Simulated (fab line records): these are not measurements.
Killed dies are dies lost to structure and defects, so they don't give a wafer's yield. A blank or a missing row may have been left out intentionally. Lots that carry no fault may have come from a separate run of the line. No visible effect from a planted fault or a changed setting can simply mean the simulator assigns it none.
The tool behind it: which one? ; flow n5Finfet ; Sampling: 24 lots, 72 wafers, 2 of 1938 route steps

## WHAT THE GAUGES SHOWED, per wafer
N5_FIN_SAQP_CD_MEAS_16: target cd 35.6 nm.
lot;measured;on;cdNm (nm)
L074;day 1 22:19;cdSem-01;34.8 36.0 35.4
L075;day 2 03:32;cdSem-03;34.9 36.0 35.0
L076;day 2 09:49;cdSem-01;34.5 35.9 35.6
L077;day 2 16:26;cdSem-01;36.0 36.1 35.7
L078;day 2 22:08;cdSem-03;35.4 35.5 35.4
L079;day 3 06:02;cdSem-01;35.9 35.7 35.6
L080;day 3 09:56;cdSem-01;35.6 35.5 35.8
L081;day 3 16:40;cdSem-03;35.6 35.9 35.6
L082;day 3 22:11;cdSem-01;35.2 36.2 35.8
L083;day 4 04:06;cdSem-01;35.6 35.7 35.6
L084;day 4 09:46;cdSem-03;35.9 35.4 35.1
L085;day 4 16:52;cdSem-03;35.9 35.5 35.6
L086;day 4 22:26;cdSem-03;35.9 35.6 35.6
L087;day 5 04:32;cdSem-02;35.6 35.2 35.3
L088;day 5 09:45;cdSem-01;35.8 35.2 35.8
L089;day 5 15:28;cdSem-02;35.5 35.8 35.4
L090;day 5 22:26;cdSem-03;35.7 35.8 35.9
L091;day 6 03:26;cdSem-02;35.5 35.4 35.2
L092;day 6 09:37;cdSem-03;36.1 35.9 35.7
L093;day 6 15:28;cdSem-03;35.8 35.5 36.3
L094;day 6 22:22;cdSem-01;34.8 35.4 35.6
L095;day 7 04:12;cdSem-02;35.5 35.4 35.6
L096;day 7 09:30;cdSem-02;36.2 36.1 35.5
L097;day 7 19:32;cdSem-03;35.6 35.6 35.7

## WHAT TOOL EACH LOT RAN ON (gives the tool, then ch and the chambers of the sampled wafers, and finally the start)
lot;N5_FIN_SAQP_PECVD_48
L074;pecvd-01 ch 0,1, day 1 21:38
L075;pecvd-04 ch 0,1, day 2 03:01
L076;pecvd-02 ch 1,2, day 2 09:19
L077;pecvd-02 ch 0,1, day 2 15:49
L078;pecvd-02 ch 0,1,2, day 2 21:38
L079;pecvd-02 ch 1,2, day 3 04:13
L080;pecvd-01 ch 0,2, day 3 09:19
L081;pecvd-01 ch 1,2, day 3 16:02
L082;pecvd-01 ch 0,1,2, day 3 21:41
L083;pecvd-04 ch 0,1, day 4 03:29
L084;pecvd-01 ch 1,2, day 4 09:09
L085;pecvd-02 ch 0,2, day 4 16:11
L086;pecvd-04 ch 0,1, day 4 21:44
L087;pecvd-04 ch 0,1,2, day 5 03:55
L088;pecvd-02 ch 0,1, day 5 09:08
L089;pecvd-02 ch 0,1,2, day 5 14:59
L090;pecvd-04 ch 0,1, day 5 21:58
L091;pecvd-01 ch 0,1,2, day 6 02:49
L092;pecvd-02 ch 0,1,2, day 6 08:59
L093;pecvd-04 ch 0,2, day 6 14:57
L094;pecvd-01 ch 0,1, day 6 21:43
L095;pecvd-02 ch 0,1, day 7 03:43
L096;pecvd-02 ch 0,1,2, day 7 09:01
L097;pecvd-04 ch 0,1, day 7 19:03
- N5_FIN_SAQP_PECVD_48: deposits SiNx from SiH4/NH3/N2, target thk 25 nm, time 22.1 s.

## AS READ BY THE TOOLS THEMSELVES (means over the sampled wafers that have a number; for cases with no such wafer, the mark the record gives instead)
N5_FIN_SAQP_PECVD_48.
lot;tool;chamberPressureTorr (Torr);heaterPowerW (W);showerheadPlenumPTorr (Torr);susceptorTempC (C);throttleValvePct (%)
L074;pecvd-01;1.501;781;5.15;400.03;42.0
L075;pecvd-04;1.499;764;5.13;400.16;40.4
L076;pecvd-02;1.501;695;5.08;399.96;40.7
L077;pecvd-02;1.500;796;5.10;400.04;40.4
L078;pecvd-02;1.498;818;5.12;399.85;40.6
L079;pecvd-02;1.500;799;5.07;399.71;40.6
L080;pecvd-01;1.497;737;5.16;399.87;41.4
L081;pecvd-01;1.499;735;5.14;399.90;40.0
L082;pecvd-01;1.499;773;5.15;400.00;41.1
L083;pecvd-04;1.501;705;5.14;399.88;40.2
L084;pecvd-01;1.496;797;5.14;399.86;41.0
L085;pecvd-02;1.498;821;5.11;399.99;40.8
L086;pecvd-04;1.501;747;5.11;400.13;40.4
L087;pecvd-04;1.503;731;5.12;399.97;40.2
L088;pecvd-02;1.498;838;5.11;400.04;40.7
L089;pecvd-02;1.499;771;5.11;399.78;40.8
L090;pecvd-04;1.503;679;5.12;399.99;40.5
L091;pecvd-01;1.501;780;5.15;399.89;41.2
L092;pecvd-02;1.495;818;5.12;399.86;40.8
L093;pecvd-04;1.499;721;5.08;399.78;40.5
L094;pecvd-01;1.497;808;5.16;399.83;42.3
L095;pecvd-02;1.503;764;5.15;400.07;40.8
L096;pecvd-02;1.497;758;5.11;400.03;40.8
L097;pecvd-04;1.500;788;5.15;399.93;40.2

## THE ANSWER, worked out from the rows above alone
Rule: what is usual is taken from the lots themselves. The widest of any qualifying gaps counts: lots, ordered by their means at a reading, are off when they make up no more than a third of the lots, leave a main group of 4 or more, and stand apart from it by 3 or more times the standard deviation of that group's means. Not used: any main group whose means are identical at the precision the tables above print for the reading. Also off: a lot with no number at a reading for which 4 or more lots have one. The other lots that the step has rows for count as sound. The gauges are gone through in route order, then the tools' own readings, and for those a lot's mean is taken as printed above. The first step at which some lot is off is used, and at that step the reading that is off furthest; a lot without a number counts as furthest.
None of the lots is off at any reading shown; this tells nothing.

## WHAT HAD BEEN PUT IN BY THE SIMULATOR
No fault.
